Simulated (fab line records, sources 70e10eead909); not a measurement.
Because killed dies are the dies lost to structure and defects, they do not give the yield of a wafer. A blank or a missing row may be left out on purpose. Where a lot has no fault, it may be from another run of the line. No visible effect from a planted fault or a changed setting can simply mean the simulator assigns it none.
Matching of chambers :: flow nandHarc :: 4 sister chambers for NHARC_P_ZERO_WELL_ETCH_65 on rieDiel-01
The step etches the open film in N2/H2, target depth 80 nm, overetch 24 nm, time 87.88 s. 14 wafers are shown with their chamber, then 7 later ones without.

## WAFERS WITH THEIR CHAMBER
wafer: L114.1
chamber: 3
showerheadPlenumPTorr (Torr): 1.99
drypumpMotorCurrentA (A): 5.3
rfVppV (V): 428.8

wafer: L114.3
chamber: 1
showerheadPlenumPTorr (Torr): 1.99
drypumpMotorCurrentA (A): 6.3
rfVppV (V): 430.0

wafer: L114.5
chamber: 0
showerheadPlenumPTorr (Torr): 2.06
drypumpMotorCurrentA (A): 6.0
rfVppV (V): 430.6

wafer: L118.1
chamber: 0
showerheadPlenumPTorr (Torr): 2.06
drypumpMotorCurrentA (A): 6.0
rfVppV (V): 431.2

wafer: L118.3
chamber: 1
showerheadPlenumPTorr (Torr): 1.98
drypumpMotorCurrentA (A): 6.3
rfVppV (V): 429.4

wafer: L118.6
chamber: 1
showerheadPlenumPTorr (Torr): 1.98
drypumpMotorCurrentA (A): 6.3
rfVppV (V): 428.7

wafer: L119.3
chamber: 0
showerheadPlenumPTorr (Torr): 2.06
drypumpMotorCurrentA (A): 6.0
rfVppV (V): 431.0

wafer: L119.5
chamber: 2
showerheadPlenumPTorr (Torr): 2.13
drypumpMotorCurrentA (A): 6.1
rfVppV (V): 433.5

wafer: L119.6
chamber: 3
showerheadPlenumPTorr (Torr): 1.99
drypumpMotorCurrentA (A): 5.4
rfVppV (V): 428.6

wafer: L122.2
chamber: 2
showerheadPlenumPTorr (Torr): 2.12
drypumpMotorCurrentA (A): 6.0
rfVppV (V): 432.8

wafer: L122.5
chamber: 1
showerheadPlenumPTorr (Torr): 1.98
drypumpMotorCurrentA (A): 6.3
rfVppV (V): 428.6

wafer: L122.6
chamber: 0
showerheadPlenumPTorr (Torr): 2.05
drypumpMotorCurrentA (A): 6.0
rfVppV (V): 430.9

wafer: L123.1
chamber: 2
showerheadPlenumPTorr (Torr): 2.12
drypumpMotorCurrentA (A): 6.1
rfVppV (V): 433.6

wafer: L123.2
chamber: 1
showerheadPlenumPTorr (Torr): 1.98
drypumpMotorCurrentA (A): 6.3
rfVppV (V): 429.5

SIGNATURES (averages over the wafers above)
reading: showerheadPlenumPTorr
chamber 0: 2.0575
chamber 1: 1.9820
chamber 2: 2.1233
chamber 3: 1.9900
scatter within a chamber: 0.00471

reading: drypumpMotorCurrentA
chamber 0: 6.000
chamber 1: 6.300
chamber 2: 6.067
chamber 3: 5.350
scatter within a chamber: 0.0342

reading: rfVppV
chamber 0: 430.925
chamber 1: 429.240
chamber 2: 433.300
chamber 3: 428.700
scatter within a chamber: 0.443
Rule: distance of a wafer from a chamber = root of the sum over the readings of ((wafer's reading minus chamber's mean) / reading's scatter) squared. If the next closest chamber is less than 2 further off than the closest, the wafer can't be placed; otherwise it belongs to the closest. The scatter is the square root of a quotient: the sum, over the shown wafers, of each reading's squared deviation from its chamber's mean, divided by wafers minus chambers.

## WAFERS WITHOUT THEIR CHAMBER
wafer: L123.5
showerheadPlenumPTorr (Torr): 2.05
drypumpMotorCurrentA (A): 6.0
rfVppV (V): 430.9

wafer: L125.1
showerheadPlenumPTorr (Torr): 1.98
drypumpMotorCurrentA (A): 5.3
rfVppV (V): 428.3

wafer: L125.2
showerheadPlenumPTorr (Torr): 2.05
drypumpMotorCurrentA (A): 6.0
rfVppV (V): 430.9

wafer: L125.3
showerheadPlenumPTorr (Torr): 2.12
drypumpMotorCurrentA (A): 6.1
rfVppV (V): 433.1

wafer: L134.2
showerheadPlenumPTorr (Torr): 1.97
drypumpMotorCurrentA (A): 6.2
rfVppV (V): 429.4

wafer: L134.5
showerheadPlenumPTorr (Torr): 1.97
drypumpMotorCurrentA (A): 6.3
rfVppV (V): 427.0

wafer: L134.6
showerheadPlenumPTorr (Torr): 2.04
drypumpMotorCurrentA (A): 6.0
rfVppV (V): 429.9

## THE CHAMBER EACH PASSED THROUGH
wafer: L123.5
from the rows above: 0
in truth: 0

wafer: L125.1
from the rows above: 3
in truth: 3

wafer: L125.2
from the rows above: 0
in truth: 0

wafer: L125.3
from the rows above: 2
in truth: 2

wafer: L134.2
from the rows above: 1
in truth: 1

wafer: L134.5
from the rows above: 1
in truth: 1

wafer: L134.6
from the rows above: 0
in truth: 0
Placed correctly: 7 of 7. Can't be placed from these rows: 0. Number placed wrongly: 0.
